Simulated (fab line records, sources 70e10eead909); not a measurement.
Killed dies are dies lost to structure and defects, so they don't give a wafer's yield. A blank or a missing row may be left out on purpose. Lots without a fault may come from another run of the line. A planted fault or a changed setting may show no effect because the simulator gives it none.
Which tool did it? | flow nand_harc | 6 lots, 18 wafers sampled, at 2 steps of a route of 1302

WHAT THE GAUGES READ, wafer by wafer
NHARC_A_CONTACT_OVL_MEAS_43.
lot  | measured     | on         | overlay_x_nm (nm)
L688 | day 22 12:53 | overlay-02 | -1.1 -1.6 -0.8
L689 | day 23 01:49 | overlay-02 | 0.1 -0.3 0.0
L696 | day 26 05:43 | overlay-01 | 21.5 21.6 21.7
L699 | day 27 16:17 | overlay-01 | 19.9 19.8 20.3
L704 | day 29 04:37 | overlay-02 | 0.6 0.5 0.6
L708 | day 30 15:59 | overlay-02 | -0.4 -0.1 0.0

WHICH TOOL RAN EACH LOT (tool, then ch and the chambers of the sampled wafers, then the start)
lot  | NHARC_A_CONTACT_EXPOSE_39
L688 | arfi_scanner-02 ch 0, day 22 12:39
L689 | arfi_scanner-03 ch 0, day 23 01:36
L696 | arfi_scanner-03 ch 0, day 26 05:30
L699 | arfi_scanner-03 ch 0, day 27 16:04
L704 | arfi_scanner-01 ch 0, day 29 04:23
L708 | arfi_scanner-01 ch 0, day 30 15:46
- NHARC_A_CONTACT_EXPOSE_39: exposes mask A CC 3.

THE ANSWER, worked out from the rows above alone
Rule: what is usual is taken from the lots themselves. Put in order of their means at a reading, lots are off if they are a third of the lots or fewer, leave a main group of 4 or more, and stand apart from it by a gap of 3 or more times the standard deviation of the main group's means; of several such gaps the widest counts. A main group whose means are all the same, to the digits that the tables above print for the reading, isn't used. A lot without any number at a reading at which 4 lots or more have one is off too. The other lots that the step has rows for count as sound.
Off: L696, L699, at NHARC_A_CONTACT_OVL_MEAS_43 (overlay_x_nm). The main group: mean -0.2 nm, standard deviation 0.62.
A tool fits if, at a process step before that reading, it ran every lot that is off, and no sound lot after the first of them. The gauges at NHARC_A_CONTACT_OVL_MEAS_43 are tried like those tools. Can't be told from this: 2 tools fit, arfi_scanner-03 at NHARC_A_CONTACT_EXPOSE_39, overlay-01 at NHARC_A_CONTACT_OVL_MEAS_43.

WHAT THE SIMULATOR HAD PUT IN
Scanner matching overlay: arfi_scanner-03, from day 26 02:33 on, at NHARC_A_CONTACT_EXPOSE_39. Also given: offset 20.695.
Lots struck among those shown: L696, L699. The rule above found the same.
